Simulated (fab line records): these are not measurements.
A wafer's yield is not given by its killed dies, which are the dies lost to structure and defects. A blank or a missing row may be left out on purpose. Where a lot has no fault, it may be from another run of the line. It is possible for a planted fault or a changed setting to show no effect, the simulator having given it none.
Which tool did it? || flow n5-finfet || 69 wafers sampled from 23 lots at 1 step of a route of 1938

## WHAT THE GAUGES SHOWED, per wafer
N5_BEOL_M5_OVL_MEAS_12.
{"lot": "L074", "measured": "day 8 02:00", "on": "overlay-02", "M5_OVL (nm)": "-0.4 1.0 -0.5"}
{"lot": "L075", "measured": "day 8 04:23", "on": "overlay-01", "M5_OVL (nm)": "-0.4 -1.2 -0.6"}
{"lot": "L076", "measured": "day 8 14:12", "on": "overlay-01", "M5_OVL (nm)": "0.3 -0.2 0.6"}
{"lot": "L077", "measured": "day 8 18:30", "on": "overlay-02", "M5_OVL (nm)": "0.7 -0.4 0.7"}
{"lot": "L078", "measured": "day 9 03:53", "on": "overlay-01", "M5_OVL (nm)": "-1.4 -1.1 0.1"}
{"lot": "L079", "measured": "day 9 04:44", "on": "overlay-02", "M5_OVL (nm)": "1.0 0.3 -0.2"}
{"lot": "L080", "measured": "day 9 11:23", "on": "overlay-02", "M5_OVL (nm)": "-1.1 -0.1 -0.6"}
{"lot": "L082", "measured": "day 9 13:56", "on": "overlay-02", "M5_OVL (nm)": "0.0 1.3 0.8"}
{"lot": "L081", "measured": "day 9 15:50", "on": "overlay-01", "M5_OVL (nm)": "1.1 0.1 0.6"}
{"lot": "L083", "measured": "day 9 19:23", "on": "overlay-02", "M5_OVL (nm)": "0.0 -0.8 -0.3"}
{"lot": "L084", "measured": "day 10 14:05", "on": "overlay-02", "M5_OVL (nm)": "0.2 -0.3 -0.1"}
{"lot": "L086", "measured": "day 11 04:42", "on": "overlay-02", "M5_OVL (nm)": "0.2 -0.3 0.8"}
{"lot": "L085", "measured": "day 11 04:49", "on": "overlay-01", "M5_OVL (nm)": "-0.8 0.3 -0.2"}
{"lot": "L087", "measured": "day 11 07:52", "on": "overlay-01", "M5_OVL (nm)": "0.7 0.0 0.6"}
{"lot": "L088", "measured": "day 11 09:20", "on": "overlay-01", "M5_OVL (nm)": "0.3 -0.2 0.8"}
{"lot": "L091", "measured": "day 12 03:12", "on": "overlay-02", "M5_OVL (nm)": "0.9 -0.3 0.6"}
{"lot": "L090", "measured": "day 12 04:02", "on": "overlay-02", "M5_OVL (nm)": "0.1 -1.4 0.0"}
{"lot": "L092", "measured": "day 12 06:21", "on": "overlay-02", "M5_OVL (nm)": "-1.6 -1.5 -0.2"}
{"lot": "L093", "measured": "day 12 20:20", "on": "overlay-02", "M5_OVL (nm)": "1.0 0.7 0.6"}
{"lot": "L094", "measured": "day 13 02:26", "on": "overlay-02", "M5_OVL (nm)": "0.5 -1.2 0.3"}
{"lot": "L095", "measured": "day 13 04:48", "on": "overlay-02", "M5_OVL (nm)": "-0.1 1.3 1.1"}
{"lot": "L096", "measured": "day 13 10:16", "on": "overlay-02", "M5_OVL (nm)": "0.5 0.5 -0.4"}
{"lot": "L097", "measured": "day 13 11:50", "on": "overlay-01", "M5_OVL (nm)": "-0.8 -1.5 -0.9"}

## WHICH TOOL RAN EACH LOT (tool, then ch and the chambers of the sampled wafers, then the start)
Record: no process step prior to these readings.

## AS READ BY THE TOOLS THEMSELVES (means over the sampled wafers that have a number; for cases with no such wafer, the mark the record gives instead)
The record holds no such reading with a usual standard deviation.

## THE ANSWER, worked out from the rows above alone
Rule: what is usual is taken from the lots themselves. The widest of any qualifying gaps counts: lots, ordered by their means at a reading, are off when they make up no more than a third of the lots, leave a main group of 4 or more, and stand apart from it by 3 or more times the standard deviation of that group's means. A main group is skipped when, at the precision printed for the reading in the tables above, its means are all equal. Also off: a lot with no number at a reading for which 4 or more lots have one. Where the step has rows for the other lots, those lots are counted as sound. The gauges are gone through in route order, then the tools' own readings, and for those a lot's mean is taken as printed above. The first step at which some lot is off is used, and at that step the reading that is off furthest; a lot without a number counts as furthest.
None of the lots is off at any reading shown; this tells nothing.

## WHAT THE SIMULATOR HAD PUT IN
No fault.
